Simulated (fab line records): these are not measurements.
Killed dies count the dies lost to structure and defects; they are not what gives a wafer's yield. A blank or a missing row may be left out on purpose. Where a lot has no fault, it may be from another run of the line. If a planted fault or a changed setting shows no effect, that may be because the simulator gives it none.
A lot that was struck, set against a sound lot    flow n5 finfet    36 out of 1938 route steps
Sound: wafers L999.1, L999.3, L999.5. Struck: wafers L108.1, L108.4, L108.5. The cause is named last.
Per side, at each step with rows, come the tool, then ch with its chambers, and then its first start. Under that, the readings that differ: sound wafers    struck wafers    difference of the means    sigmas: that difference in standard deviations of wafers without a fault.
alike: readings with means less than 2 such deviations apart, plus words and numbers identical on both sides. not compared: withheld readings, readings lacking a value on some wafer, bounds such as >300 that could conceal the same value, and numbers that have no deviation in the record and whose values overlap.
Wherever a step has rows on one side only, a row that says differs or no value, or a row with sigmas, the two part there. Numbers that don't overlap but have no deviation are shown without sigmas and don't part them. A reading that every wafer of one side lacks parts them only if that side has two wafers or more.

first, 9 steps without rows for these wafers: N5_BEOL_M4_ANNEAL_95 (time 240 s); N5_BEOL_M4_SPUTTER_96 (material Cu, target thk 4.5 nm, time 8.29 s); N5_BEOL_M4_ECD_50 (material Cu, target thk 300 nm); N5_BEOL_M4_ANNEAL_51 (time 90 s); N5_BEOL_M4_CMP_52 (polishes, stops on SiOC, t overpolish 6.8 s, target thk 40 nm); N5_BEOL_M4_PRE_CLEAN_60 (time 15 s); N5_BEOL_M4_CO_CAP_55 (material Co, precursor CCTBA/H2, target thk 2 nm, time 102.1 s); N5_BEOL_M4_PRE_CLEAN_56 (time 15 s); N5_BEOL_M4_DEP_57 (deposits SiCN from 3MS/NH3, target thk 8 nm, time 14 s).
N5_BEOL_M4_RC_MEAS_101:
  sound on prober-02 ch 0, day 9 10:13; struck on prober-01 ch 0, day 11 06:19
reading    sound           struck          difference  sigmas
VT_P (mV)  -247 -245 -247  -252 -255 -254  -7          -2
  alike: DIBL_N, DIBL_P, IOFF_N, IOFF_P, ION_N, ION_P, SS_N, SS_P, VT_N
N5_BEOL_M5_ILD_DEP_00: deposits SiCOH lowk from DEMS/porogen, target thk 140.64 nm, time 25.9 s.
  sound on pecvd-04 ch 0,1, day 9 11:10; struck on pecvd-01 ch 0, day 11 07:17
  no value came back on the struck wafers for any of 6 readings (chamber pressure Torr (Torr), heater power outer w (W) and others); on the sound wafers chamber pressure Torr (Torr) reads 4.988 5.008 4.995
then, 23 steps without rows for these wafers: N5_BEOL_M5_CURE_79 (cures SiCOH lowk, time 240 s); N5_BEOL_M5_PECVD_70 (deposits SiO2 from TEOS/O2, target thk 16 nm, time 18 s); N5_BEOL_M5_HM_DEP_02 (deposits TiN, target thk 20 nm); N5_BEOL_M5_COAT_59 (time 60 s, resist thk 60 nm); N5_BEOL_M5_COAT_60 (time 60 s, resist thk 12 nm); N5_BEOL_M5_COAT_71 (time 60 s, resist thk 5 nm); N5_BEOL_M5_COAT_05 (resist thk 30 nm); N5_BEOL_M5_EBR_07; N5_BEOL_M5_SOFTBAKE_06 (time 60 s); N5_BEOL_M5_EXPOSE_08 (exposes mask M5, target cd 28 nm); N5_BEOL_M5_PEB_09 (peb time 60 s); N5_BEOL_M5_DEVELOP_10 (develop time 30 s); N5_BEOL_M5_DESCUM_16 (chemistry O2, time 7 s); N5_BEOL_M5_ETCH_72 (etches underlayer in N2/H2, target depth 6.5 nm, time 5.2 s); N5_BEOL_M5_ETCH_61 (etches SiARC in CF4, target depth 15.6 nm, time 26 s); N5_BEOL_M5_ETCH_62 (etches SOC in N2/H2, target depth 75 nm, overetch 15 nm, time 112.5 s); N5_BEOL_M5_STRIP_63 (strips in N2/H2); N5_BEOL_M5_STRIP_73 (strips in N2/H2); N5_BEOL_M5_STRIP_64 (strips in CF4); N5_BEOL_M5_HM_OPEN_17 (chemistry Cl2/BCl3, target TiN, target depth 20 nm, overetch 6 nm); N5_BEOL_M5_STRIP_19 (strips in O2); N5_BEOL_M5_COAT_65 (time 60 s, resist thk 60 nm); N5_BEOL_M5_COAT_66 (time 60 s, resist thk 12 nm).
N5_BEOL_M5_OCD_MEAS_38:
  sound on ocd-02 at day 9 16:13; struck on ocd-02 at day 11 15:27
reading               sound           struck  difference                     sigmas
trench depth nm (nm)  70.4 72.1 72.8  - - -   no value on the struck wafers  
-- here the record skips 4 days between the struck wafers' starts before and after, leaving off in module BEOL_M5 and picking up in module PASSIVATION (first step shown: number 1936 of the route) --
N5_PASSIVATION_PROBE_49:
  the record has rows for the struck wafers here (prober-02, day 15 17:47) and none for the sound ones

## WHERE THEY PART
At N5_BEOL_M4_RC_MEAS_101 first; at N5_PASSIVATION_PROBE_49 last (within this record only).

WHY: the cause the simulator had injected
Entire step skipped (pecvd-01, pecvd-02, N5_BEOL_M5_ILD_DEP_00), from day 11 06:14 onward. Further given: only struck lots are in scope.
